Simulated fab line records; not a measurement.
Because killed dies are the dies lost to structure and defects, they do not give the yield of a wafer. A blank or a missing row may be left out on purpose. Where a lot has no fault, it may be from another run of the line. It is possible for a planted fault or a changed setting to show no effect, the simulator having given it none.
fab line records -- flow n5_finfet -- part 1 of 2: steps 1 to 16 of 23
record: lots: 5, wafers: 15, last_day: 19
route steps=1938 shown HKMG_FIN@434
lots untouched by any fault: they come from a run of this same line in which no faults occurred
start_h: start of the lot's first displayed wafer, in hours after the record's first day -- wait_h: hours elapsed since this lot's preceding step -- " repeats the value in the row above -- L1.1+2: a single row standing in for several wafers -- - no value present, or no start provided -- * or withheld: withheld -- < > ~ a bound
route shown NAME@n: names a module that has steps shown in the file, with the first one's number in the route -- usual: mean and standard deviation over wafers with no fault -- same: alike in all rows -- chamber/n: place in a boat -- sites: each site's reading -- _std_site: how widely they spread, as a standard deviation -- _edge_site: outer sites' mean less inner sites' -- radius_mm: for every site, how far away it sits from the centre of the wafer -- mask NAME#n: copy n -- behind: the last tool/chamber to shape the wafer -- hold: reason for holding the lot/hours on hold/outcome of the hold -- device: the n, p or np transistor that did not switch -- end of line: the tests these same wafers got at the end of their route -- step lacking rows: just its recipe -- killed: at the first sort, the dies lost to defects and structure; wafer yield is something else -- map: a wafer's dies, marking killed ones x, the rest . and places with no die _
set.NAME: the setting that was run; set.NAME@STEP: the one run at that earlier step -- model.NAME: the simulator's own value behind a step, which no gauge read
a table for each step, a row for each wafer; lots at some steps of the route
services: from which hour (start_h, from the record's first day; less than 0 if before it) a tool's chamber was out of use, for how many hours, and why
== steps ==
step: N5_HKMG_FIN_ETCH_31
recipe: chemistry: CF4, target: SiARC, target_depth_a: 455, mask_material: CAR-ArF, time_s: 75.8, ion_energy_ev: 80, pressure_mtorr: 40, source_w: 545, bias_w: 36, Ar_flow_sccm: 100, cf4_flow_sccm: 100, ends: cleared
usual: drypump_motor_current_A: 5.9/0.43, etch_rf_on_time_s: 75.9/2.5, oes_product_au: 0.69/0.077, rf_vpp_V: 184.1/1.3, showerhead_plenum_p_Torr: 2.15/0.085, throttle_valve_pct: 15.60/0.24
lot.wafer,tool,chamber,start_h,wait_h,drypump_motor_current_A,etch_rf_on_time_s,oes_product_au,rf_hours_counter_h,rf_vpp_V,showerhead_plenum_p_Torr,throttle_valve_pct
L077.1,rie_diel-02,3,96.44,0.0,6.3,76.2,0.80,11,185.9,2.19,15.44
L077.3,rie_diel-02,0,96.44,0.0,6.4,77.2,0.64,145,182.6,2.06,15.70
L077.6,rie_diel-02,1,96.44,0.0,6.2,75.1,0.59,-,182.3,2.03,15.71
L079.3,rie_diel-02,1,106.48,0.0,6.2,74.3,0.59,242,183.2,2.02,15.72
L079.4,rie_diel-02,2,106.48,0.0,6.0,71.0,0.72,96,183.9,2.26,15.45
L079.5,rie_diel-02,1,106.48,0.0,6.2,74.1,0.60,-,183.0,2.02,15.71
L085.1,rie_diel-04,1,145.73,0.0,6.3,74.2,0.78,42,183.7,2.19,15.61
L085.3,rie_diel-04,3,145.73,0.0,5.3,71.9,0.77,33,182.4,2.09,15.24
L085.5,rie_diel-04,0,145.73,0.0,6.3,75.3,0.81,-,182.2,2.11,15.32
L095.1,rie_diel-03,0,204.46,0.0,5.6,75.4,0.59,248,182.9,2.03,15.93
L095.3,rie_diel-03,1,204.46,0.0,5.8,76.8,0.70,66,184.3,2.19,15.90
L095.4,rie_diel-03,3,204.46,0.0,5.4,76.6,0.71,56,186.9,2.25,15.30
L097.2,rie_diel-02,3,224.23,0.0,6.3,76.4,0.73,55,184.9,2.17,15.53
L097.4,rie_diel-02,0,224.23,0.0,6.4,76.8,0.60,-,183.1,2.04,15.82
L097.5,rie_diel-02,3,224.23,0.0,6.4,76.3,0.74,-,185.7,2.17,15.53
step: N5_HKMG_FIN_ETCH_32
recipe: chemistry: N2/H2, target: SOC, target_depth_a: 2400, temp_c: 40, time_s: 300, ion_energy_ev: 200, mask_material: SiARC, pressure_mtorr: 30, source_w: 840, bias_w: 150, n2_flow_sccm: 200, h2_flow_sccm: 200
usual: drypump_motor_current_A: 5.9/0.43, oes_product_au: 0.81/0.091, rf_vpp_V: 524/3, showerhead_plenum_p_Torr: 2.55/0.11, throttle_valve_pct: 17.84/0.22
lot.wafer,tool,chamber,start_h,wait_h,drypump_motor_current_A,oes_product_au,rf_hours_counter_h,rf_vpp_V,showerhead_plenum_p_Torr,throttle_valve_pct
L077.1,rie_diel-02,3,96.50,0.0,6.3,0.95,11,525,2.62,17.88
L077.3,rie_diel-02,0,96.50,0.0,6.4,0.75,145,521,2.45,18.00
L077.6,rie_diel-02,1,96.50,0.0,6.2,0.69,-,520,2.41,18.02
L079.3,rie_diel-02,1,106.53,0.0,6.2,0.68,242,520,2.41,18.03
L079.4,rie_diel-02,2,106.53,0.0,6.0,0.85,96,528,2.67,17.61
L079.5,rie_diel-02,1,106.53,0.0,6.2,0.70,-,521,2.41,18.02
L085.1,rie_diel-04,1,145.79,0.0,6.3,0.91,42,525,2.59,17.77
L085.3,rie_diel-04,3,145.79,0.0,5.3,0.91,33,523,2.48,17.40
L085.5,rie_diel-04,0,145.79,0.0,6.3,0.95,-,524,2.48,17.43
L095.1,rie_diel-03,0,204.52,0.0,5.7,0.69,248,520,2.38,18.03
L095.3,rie_diel-03,1,204.52,0.0,5.9,0.82,66,524,2.56,17.87
L095.4,rie_diel-03,3,204.52,0.0,5.4,0.83,56,527,2.70,17.59
L097.2,rie_diel-02,3,224.29,0.0,6.3,0.87,56,524,2.60,17.96
L097.4,rie_diel-02,0,224.29,0.0,6.4,0.70,-,520,2.42,18.11
L097.5,rie_diel-02,3,224.29,0.0,6.3,0.86,-,524,2.60,17.96
step: N5_HKMG_FIN_STRIP_33
recipe: chemistry: N2/H2, temp_c: 40, n2_flow_sccm: 200, h2_flow_sccm: 200, rf_frequency_hz: 6e+07
lot.wafer,tool,chamber,start_h,wait_h
L077.1+3+6,rie_diel-02,"3,0,1",96.68,0.1
L079.3+4+5,rie_diel-02,"1,2,1",106.71,0.1
L085.1+3+5,rie_diel-04,"1,3,0",145.97,0.1
L095.1+3+4,rie_diel-03,"0,1,3",204.70,0.1
L097.2+4+5,rie_diel-02,"3,0,3",224.47,0.1
step: N5_HKMG_FIN_STRIP_34
recipe: chemistry: CF4, resist: SiARC, power_w: 300, bias_power_w: 75, pressure_mtorr: 50, cf4_flow_sccm: 150, rf_frequency_hz: 6e+07
usual: drypump_motor_current_A: 5.9/0.43, oes_product_au: 0.80/0.083, rf_vpp_V: 271.3/1.8, showerhead_plenum_p_Torr: 1.80/0.068, throttle_valve_pct: 13.56/0.26
lot.wafer,tool,chamber,start_h,wait_h,drypump_motor_current_A,oes_product_au,rf_hours_counter_h,rf_vpp_V,showerhead_plenum_p_Torr,throttle_valve_pct
L077.1,rie_diel-02,3,96.69,0.0,6.3,0.94,11,271.2,1.82,13.36
L077.3,rie_diel-02,0,96.69,0.0,6.4,0.75,145,270.6,1.73,13.68
L077.6,rie_diel-02,1,96.69,0.0,6.2,0.69,-,271.3,1.69,13.69
L079.3,rie_diel-02,1,106.72,0.0,6.2,0.69,242,269.1,1.69,13.70
L079.4,rie_diel-02,2,106.72,0.0,6.0,0.80,97,274.4,1.88,13.40
L079.5,rie_diel-02,1,106.72,0.0,6.2,0.69,-,268.6,1.69,13.70
L085.1,rie_diel-04,1,145.98,0.0,6.3,0.87,42,271.8,1.83,13.53
L085.3,rie_diel-04,3,145.98,0.0,5.3,0.87,33,270.4,1.75,13.20
L085.5,rie_diel-04,0,145.98,0.0,6.3,0.93,-,269.8,1.78,13.29
L095.1,rie_diel-03,0,204.71,0.0,5.7,0.69,248,269.3,1.71,13.96
L095.3,rie_diel-03,1,204.71,0.0,5.9,0.82,66,272.5,1.83,13.85
L095.4,rie_diel-03,3,204.71,0.0,5.4,0.83,56,273.2,1.89,13.26
L097.2,rie_diel-02,3,224.48,0.0,6.3,0.85,56,271.3,1.81,13.46
L097.4,rie_diel-02,0,224.48,0.0,6.4,0.71,-,268.8,1.71,13.81
L097.5,rie_diel-02,3,224.48,0.0,6.4,0.86,-,273.2,1.81,13.46
step: N5_HKMG_FIN_ETCH_35
recipe: chemistry: N2/H2, target: SOC, target_depth_a: 2158, ion_energy_ev: 65, bias_w: 5, source_w: 3000, time_s: 243.4, pressure_mtorr: 30, n2_flow_sccm: 200, h2_flow_sccm: 200
usual: drypump_motor_current_A: 5.9/0.43, oes_product_au: 0.81/0.092, rf_vpp_V: 141.7/1.1, showerhead_plenum_p_Torr: 2.55/0.11, throttle_valve_pct: 17.85/0.22
lot.wafer,tool,chamber,start_h,wait_h,drypump_motor_current_A,oes_product_au,rf_hours_counter_h,rf_vpp_V,showerhead_plenum_p_Torr,throttle_valve_pct
L077.1,rie_diel-02,3,96.71,0.0,6.4,0.95,11,141.0,2.62,17.88
L077.3,rie_diel-02,0,96.71,0.0,6.4,0.75,145,140.0,2.45,18.02
L077.6,rie_diel-02,1,96.71,0.0,6.2,0.69,-,140.6,2.41,18.02
L079.3,rie_diel-02,1,106.74,0.0,6.2,0.69,242,140.4,2.41,18.03
L079.4,rie_diel-02,2,106.74,0.0,6.0,0.84,97,142.5,2.67,17.64
L079.5,rie_diel-02,1,106.74,0.0,6.2,0.69,-,140.6,2.41,18.03
L085.1,rie_diel-04,1,146.00,0.0,6.3,0.91,42,142.1,2.59,17.76
L085.3,rie_diel-04,3,146.00,0.0,5.3,0.91,33,141.8,2.48,17.40
L085.5,rie_diel-04,0,146.00,0.0,6.3,0.95,-,142.1,2.48,17.42
L095.1,rie_diel-03,0,204.73,0.0,5.7,0.69,248,142.1,2.38,18.03
L095.3,rie_diel-03,1,204.73,0.0,5.9,0.82,66,143.5,2.56,17.90
L095.4,rie_diel-03,3,204.73,0.0,5.4,0.83,56,142.1,2.70,17.61
L097.2,rie_diel-02,3,224.50,0.0,6.3,0.86,56,140.9,2.60,17.96
L097.4,rie_diel-02,0,224.50,0.0,6.4,0.70,-,141.4,2.42,18.12
L097.5,rie_diel-02,3,224.50,0.0,6.4,0.86,-,141.6,2.60,17.97
step: N5_HKMG_FIN_STRIP_92
recipe: chemistry: N2/H2, material: SOC, time_s: 20, power_w: 500, temp_c: 40, pressure_mtorr: 50, rf_frequency_hz: 6e+07, bias_power_w: 8, h2_frac: 0.5, n2_flow_sccm: 300, h2_flow_sccm: 300
usual: drypump_motor_current_A: 5.9/0.43, oes_product_au: 0.81/0.092, rf_vpp_V: 54.2/0.86, showerhead_plenum_p_Torr: 3.37/0.14, throttle_valve_pct: 19.1/0.37
lot.wafer,tool,chamber,start_h,wait_h,drypump_motor_current_A,oes_product_au,rf_hours_counter_h,rf_vpp_V,showerhead_plenum_p_Torr,throttle_valve_pct
L077.1,rie_diel-02,3,96.86,0.1,6.4,0.95,11,53.9,3.45,19.3
L077.3,rie_diel-02,0,96.86,0.1,6.4,0.75,145,54.9,3.24,19.3
L077.6,rie_diel-02,1,96.86,0.1,6.2,0.70,-,53.8,3.19,19.2
L079.3,rie_diel-02,1,106.89,0.1,6.2,0.69,242,55.3,3.19,19.2
L079.4,rie_diel-02,2,106.89,0.1,6.0,0.83,97,54.4,3.52,18.8
L079.5,rie_diel-02,1,106.89,0.1,6.2,0.70,-,53.5,3.19,19.2
L085.1,rie_diel-04,1,146.15,0.1,6.3,0.91,42,53.4,3.42,18.8
L085.3,rie_diel-04,3,146.15,0.1,5.3,0.92,33,54.8,3.28,18.3
L085.5,rie_diel-04,0,146.15,0.1,6.3,0.94,-,53.5,3.28,18.6
L095.1,rie_diel-03,0,204.87,0.1,5.7,0.70,248,55.2,3.16,19.3
L095.3,rie_diel-03,1,204.87,0.1,5.9,0.82,66,54.8,3.38,18.9
L095.4,rie_diel-03,3,204.87,0.1,5.5,0.83,56,54.4,3.55,18.8
L097.2,rie_diel-02,3,224.65,0.1,6.4,0.86,56,54.3,3.43,19.4
L097.4,rie_diel-02,0,224.65,0.1,6.4,0.69,-,53.7,3.21,19.4
L097.5,rie_diel-02,3,224.65,0.1,6.3,0.86,-,54.0,3.43,19.4
step: N5_HKMG_FIN_WET_ETCH_18
recipe: chemistry: SC1, target: TiN, mix: 1:1:5, temp_c: *, time_s: 55, target_depth_nm: 5.2, dry: ipa_marangoni, rinse_time_s: 30, rinse_temp_c: 23
usual: rinse_temp_c: *
same: rinse_time_s: 30
lot.wafer,tool,chamber,start_h,wait_h,rinse_temp_c
L077.1,wet_bench-03,2,96.94,0.1,*
L077.3,wet_bench-03,0,96.94,0.1,*
L077.6,wet_bench-03,7,96.94,0.1,*
L079.3,wet_bench-06,7,106.97,0.1,*
L079.4,wet_bench-06,3,106.97,0.1,*
L079.5,wet_bench-06,0,106.97,0.1,*
L085.1,wet_bench-03,6,146.45,0.3,*
L085.3,wet_bench-03,0,146.45,0.3,*
L085.5,wet_bench-03,1,146.45,0.3,*
L095.1,wet_bench-03,7,204.96,0.1,*
L095.3,wet_bench-03,3,204.96,0.1,*
L095.4,wet_bench-03,1,204.96,0.1,*
L097.2,wet_bench-06,7,224.73,0.1,*
L097.4,wet_bench-06,5,224.73,0.1,*
L097.5,wet_bench-06,2,224.73,0.1,*
step: N5_HKMG_FIN_STRIP_19
recipe: chemistry: N2/H2, power_w: 2500, temp_c: 300, h2_frac: 0.65, time_s: 360, pressure_mtorr: withheld, n2_flow_sccm: 1750, h2_flow_sccm: 3250
usual: drypump_motor_current_A: 5.5/0.45, heater_power_w: 495/17
lot.wafer,tool,chamber,start_h,wait_h,drypump_motor_current_A,heater_power_w,rf_hours_counter_h
L077.1,plasma_asher-01,0,97.00,0.0,5.0,507,38
L077.3,plasma_asher-01,1,97.00,0.0,5.8,474,-
L077.6,plasma_asher-01,0,97.00,0.0,4.9,509,-
L079.3,plasma_asher-02,1,107.16,0.1,6.1,510,-
L079.4,plasma_asher-02,0,107.16,0.1,5.2,500,-
L079.5,plasma_asher-02,0,107.16,0.1,5.2,497,-
L085.1,plasma_asher-01,0,146.51,0.0,5.0,499,47
L085.3,plasma_asher-01,1,146.51,0.0,5.8,464,-
L085.5,plasma_asher-01,1,146.51,0.0,5.8,469,-
L095.1,plasma_asher-02,0,205.02,0.0,5.3,498,110
L095.3,plasma_asher-02,1,205.02,0.0,6.1,499,-
L095.4,plasma_asher-02,0,205.02,0.0,5.3,488,-
L097.2,plasma_asher-02,0,224.80,0.0,5.3,498,113
L097.4,plasma_asher-02,1,224.80,0.0,6.1,494,-
L097.5,plasma_asher-02,1,224.80,0.0,6.1,500,-
step: N5_HKMG_FIN_ALD_91
recipe: material: TiN, target_thk_a: 10, temp_c: 400, ald_precursor_family: TiCl4, ald_co_reactant: NH3, pulse_time_s: 1, purge_time_s: 3, co_reactant_purge_time_s: 2, co_reactant_pulse_time_s: 2, ald_cycles: 47, pressure_torr: 3
usual: heater_power_w: 877/100, precursor_pulse_height_rel: 0.998/0.02
lot.wafer,tool,chamber,start_h,wait_h,heater_power_w,precursor_pulse_height_rel
L077.1,ald_metal-04,0,97.39,0.3,927,1.006
L077.3,ald_metal-04,1,97.39,0.3,940,1.008
L077.6,ald_metal-04,1,97.39,0.3,931,0.950
L079.3,ald_metal-02,3,107.42,0.1,784,1.013
L079.4,ald_metal-02,2,107.42,0.1,1081,0.994
L079.5,ald_metal-02,2,107.42,0.1,1095,1.040
L085.1,ald_metal-04,3,146.89,0.3,761,0.985
L085.3,ald_metal-04,2,146.89,0.3,727,1.012
L085.5,ald_metal-04,2,146.89,0.3,709,0.997
L095.1,ald_metal-03,0,205.40,0.3,763,1.002
L095.3,ald_metal-03,2,205.40,0.3,968,0.987
L095.4,ald_metal-03,3,205.40,0.3,843,1.000
L097.2,ald_metal-02,0,225.18,0.3,892,0.993
L097.4,ald_metal-02,1,225.18,0.3,788,0.970
L097.5,ald_metal-02,3,225.18,0.3,797,0.988
step: N5_HKMG_FIN_COAT_85
recipe: resist: SOC, temp_c: 250, time_s: 60, spin_rpm: 1500, resist_thk_nm: 300
usual: plate_temp_C: 250.02/0.17
lot.wafer,tool,chamber,start_h,wait_h,plate_temp_C
L077.1,litho_track-01,0,97.66,0.2,249.85
L077.3,litho_track-01,0,97.66,0.2,250.02
L077.6,litho_track-01,0,97.66,0.2,249.73
L079.3,litho_track-02,0,107.71,0.2,249.94
L079.4,litho_track-02,0,107.71,0.2,250.29
L079.5,litho_track-02,0,107.71,0.2,250.03
L085.1,litho_track-01,0,147.17,0.2,249.90
L085.3,litho_track-01,0,147.17,0.2,249.88
L085.5,litho_track-01,0,147.17,0.2,249.76
L095.1,litho_track-01,0,205.68,0.2,250.01
L095.3,litho_track-01,0,205.68,0.2,250.17
L095.4,litho_track-01,0,205.68,0.2,250.24
L097.2,litho_track-02,0,225.47,0.2,250.18
L097.4,litho_track-02,0,225.47,0.2,249.99
L097.5,litho_track-02,0,225.47,0.2,250.22
step: N5_HKMG_FIN_ETCH_86
recipe: chemistry: N2/H2, target: SOC, target_depth_a: 3932, stop_on: TiN, ion_energy_ev: 100, bias_w: 61, pressure_mtorr: 30, source_w: 850, n2_flow_sccm: 200, h2_flow_sccm: 200
usual: drypump_motor_current_A: 5.8/0.44, oes_product_au: 0.81/0.087, rf_vpp_V: 240.8/1.6, showerhead_plenum_p_Torr: 2.56/0.11, throttle_valve_pct: 17.79/0.23
lot.wafer,tool,chamber,start_h,wait_h,drypump_motor_current_A,oes_product_au,rf_hours_counter_h,rf_vpp_V,showerhead_plenum_p_Torr,throttle_valve_pct
L077.1,rie_diel-02,1,97.79,-,6.2,0.68,239,238.7,2.41,18.00
L077.3,rie_diel-02,3,97.79,-,6.4,0.94,11,241.8,2.62,17.86
L077.6,rie_diel-02,1,97.79,-,6.2,0.68,-,238.8,2.41,18.00
L079.3,rie_diel-03,3,107.79,-,5.5,0.91,-,243.5,2.72,17.50
L079.4,rie_diel-03,1,107.79,-,5.8,0.89,-,241.8,2.58,17.80
L079.5,rie_diel-03,1,107.79,-,5.9,0.89,-,242.3,2.58,17.79
L085.1,rie_diel-04,2,147.41,-,6.3,0.70,205,238.7,2.41,18.21
L085.3,rie_diel-04,3,147.41,-,5.3,0.87,33,241.6,2.48,17.37
L085.5,rie_diel-04,0,147.41,-,6.3,0.92,-,240.1,2.48,17.38
L095.1,rie_diel-03,2,205.78,-,5.1,0.71,210,241.2,2.54,18.04
L095.3,rie_diel-03,1,205.78,-,5.9,0.82,66,242.4,2.56,17.86
L095.4,rie_diel-03,3,205.78,-,5.4,0.83,57,243.8,2.70,17.58
L097.2,rie_diel-04,0,225.84,-,6.3,0.90,27,240.8,2.48,17.42
L097.4,rie_diel-04,1,225.84,-,6.3,0.87,57,240.4,2.58,17.75
L097.5,rie_diel-04,1,225.84,-,6.3,0.87,-,239.7,2.58,17.75
step: N5_HKMG_FIN_STRIP_89
recipe: chemistry: N2/H2, material: SOC, time_s: 20, power_w: 500, temp_c: 40, pressure_mtorr: 50, rf_frequency_hz: 6e+07, bias_power_w: 8, h2_frac: 0.5, n2_flow_sccm: 300, h2_flow_sccm: 300
usual: drypump_motor_current_A: 5.8/0.44, oes_product_au: 0.81/0.091, rf_vpp_V: 54.1/0.99, showerhead_plenum_p_Torr: 3.38/0.14, throttle_valve_pct: 19.0/0.39
lot.wafer,tool,chamber,start_h,wait_h,drypump_motor_current_A,oes_product_au,rf_hours_counter_h,rf_vpp_V,showerhead_plenum_p_Torr,throttle_valve_pct
L077.1,rie_diel-02,1,97.85,0.0,6.2,0.69,239,54.2,3.19,19.2
L077.3,rie_diel-02,3,97.85,0.0,6.3,0.94,11,53.0,3.45,19.3
L077.6,rie_diel-02,1,97.85,0.0,6.2,0.70,-,53.5,3.19,19.2
L079.3,rie_diel-03,3,107.89,0.1,5.5,0.91,-,56.0,3.58,18.7
L079.4,rie_diel-03,1,107.89,0.1,5.9,0.89,-,54.5,3.41,18.8
L079.5,rie_diel-03,1,107.89,0.1,5.9,0.89,-,53.6,3.41,18.8
L085.1,rie_diel-04,2,147.47,0.0,6.3,0.71,205,53.0,3.19,19.2
L085.3,rie_diel-04,3,147.47,0.0,5.3,0.91,34,53.2,3.28,18.3
L085.5,rie_diel-04,0,147.47,0.0,6.3,0.94,-,53.7,3.28,18.5
L095.1,rie_diel-03,2,205.84,0.0,5.1,0.68,210,54.2,3.35,19.7
L095.3,rie_diel-03,1,205.84,0.0,5.9,0.82,66,55.1,3.38,18.9
L095.4,rie_diel-03,3,205.84,0.0,5.5,0.82,57,54.5,3.55,18.8
L097.2,rie_diel-04,0,225.90,0.0,6.3,0.92,28,53.5,3.28,18.6
L097.4,rie_diel-04,1,225.90,0.0,6.3,0.88,57,54.5,3.41,18.8
L097.5,rie_diel-04,1,225.90,0.0,6.3,0.88,-,53.4,3.41,18.8
step: N5_HKMG_FIN_WET_ETCH_87
recipe: chemistry: SC1, target: TiN, mix: 1:2:40, temp_c: 50, time_s: 154.2, target_depth_nm: 4.7, dry: ipa_marangoni, rinse_time_s: 30, rinse_temp_c: 23
usual: rinse_temp_c: 23.00/0.11
same: rinse_time_s: 30
lot.wafer,tool,chamber,start_h,wait_h,rinse_temp_c
L077.1,wet_bench-05,1,97.98,0.1,22.93
L077.3,wet_bench-05,4,97.98,0.1,22.99
L077.6,wet_bench-05,2,97.98,0.1,23.03
L079.3,wet_bench-05,0,107.99,0.1,22.85
L079.4,wet_bench-05,1,107.99,0.1,23.17
L079.5,wet_bench-05,5,107.99,0.1,23.02
L085.1,wet_bench-03,7,147.57,0.1,23.03
L085.3,wet_bench-03,3,147.57,0.1,23.09
L085.5,wet_bench-03,4,147.57,0.1,23.16
L095.1,wet_bench-05,3,205.94,0.1,22.93
L095.3,wet_bench-05,6,205.94,0.1,22.88
L095.4,wet_bench-05,7,205.94,0.1,23.22
L097.2,wet_bench-05,1,226.00,0.1,23.20
L097.4,wet_bench-05,7,226.00,0.1,22.98
L097.5,wet_bench-05,0,226.00,0.1,22.95
step: N5_HKMG_FIN_STRIP_88
recipe: chemistry: N2/H2, power_w: 2500, temp_c: 300, h2_frac: 0.65, time_s: 360, pressure_mtorr: withheld, n2_flow_sccm: 1750, h2_flow_sccm: 3250
usual: drypump_motor_current_A: 5.5/0.45, heater_power_w: 493/18
lot.wafer,tool,chamber,start_h,wait_h,drypump_motor_current_A,heater_power_w,rf_hours_counter_h
L077.1,plasma_asher-01,1,98.07,0.0,5.8,471,39
L077.3,plasma_asher-01,1,98.07,0.0,5.8,465,-
L077.6,plasma_asher-01,1,98.07,0.0,5.8,468,-
L079.3,plasma_asher-01,1,108.20,0.1,5.8,462,-
L079.4,plasma_asher-01,0,108.20,0.1,5.0,503,-
L079.5,plasma_asher-01,1,108.20,0.1,5.8,482,-
L085.1,plasma_asher-01,0,147.66,0.0,5.0,497,48
L085.3,plasma_asher-01,0,147.66,0.0,5.0,508,-
L085.5,plasma_asher-01,0,147.66,0.0,5.0,509,-
L095.1,plasma_asher-01,0,206.07,0.1,4.9,514,60
L095.3,plasma_asher-01,0,206.07,0.1,5.0,497,-
L095.4,plasma_asher-01,1,206.07,0.1,5.8,471,-
L097.2,plasma_asher-02,0,226.09,0.0,5.2,509,114
L097.4,plasma_asher-02,0,226.09,0.0,5.2,489,-
L097.5,plasma_asher-02,0,226.09,0.0,5.3,493,-
step: N5_HKMG_FIN_NWFM_ALD_20
recipe: material: TiAlC, target_thk_a: 20, temp_c: 300, ald_precursor_family: TiCl4, ald_co_reactant: TEA, pulse_time_s: 3, purge_time_s: 2, co_reactant_purge_time_s: 2, co_reactant_pulse_time_s: 10, ald_cycles: 7, pressure_torr: 3
usual: heater_power_w: 488/56, precursor_pulse_height_rel: 1.000/0.02
lot.wafer,tool,chamber,start_h,wait_h,heater_power_w,precursor_pulse_height_rel
L077.1,ald_metal-02,1,98.45,0.3,443,1.006
L077.3,ald_metal-02,0,98.45,0.3,498,1.012
L077.6,ald_metal-02,2,98.45,0.3,592,0.964
L079.3,ald_metal-03,0,108.47,0.1,429,0.989
L079.4,ald_metal-03,3,108.47,0.1,464,0.982
L079.5,ald_metal-03,3,108.47,0.1,475,1.030
L085.1,ald_metal-03,0,148.04,0.3,427,1.036
L085.3,ald_metal-03,1,148.04,0.3,558,1.016
L085.5,ald_metal-03,1,148.04,0.3,547,0.998
L095.1,ald_metal-03,1,206.46,0.3,563,1.004
L095.3,ald_metal-03,0,206.46,0.3,429,1.007
L095.4,ald_metal-03,2,206.46,0.3,521,0.973
L097.2,ald_metal-03,3,226.48,0.3,464,1.005
L097.4,ald_metal-03,1,226.48,0.3,555,1.035
L097.5,ald_metal-03,2,226.48,0.3,515,0.993
step: N5_HKMG_FIN_ALD_71
recipe: material: TiN, target_thk_a: 10, temp_c: 400, ald_precursor_family: TiCl4, ald_co_reactant: NH3, pulse_time_s: 1, purge_time_s: 3, co_reactant_purge_time_s: 2, co_reactant_pulse_time_s: 2, ald_cycles: 47, pressure_torr: 3
usual: heater_power_w: 873/98, precursor_pulse_height_rel: 1.001/0.02
lot.wafer,tool,chamber,start_h,wait_h,heater_power_w,precursor_pulse_height_rel
L077.1,ald_metal-02,1,98.55,0.0,806,0.992
L077.3,ald_metal-02,0,98.55,0.0,863,1.000
L077.6,ald_metal-02,2,98.55,0.0,1080,1.036
L079.3,ald_metal-03,0,108.57,0.0,782,0.967
L079.4,ald_metal-03,3,108.57,0.0,840,1.053
L079.5,ald_metal-03,3,108.57,0.0,837,0.989
L085.1,ald_metal-03,0,148.14,0.0,764,0.994
L085.3,ald_metal-03,1,148.14,0.0,990,0.977
L085.5,ald_metal-03,1,148.14,0.0,982,1.034
L095.1,ald_metal-03,1,206.56,0.0,977,0.979
L095.3,ald_metal-03,0,206.56,0.0,773,1.020
L095.4,ald_metal-03,2,206.56,0.0,945,1.028
L097.2,ald_metal-03,3,226.58,0.0,851,1.013
L097.4,ald_metal-03,1,226.58,0.0,1002,1.009
L097.5,ald_metal-03,2,226.58,0.0,958,1.008
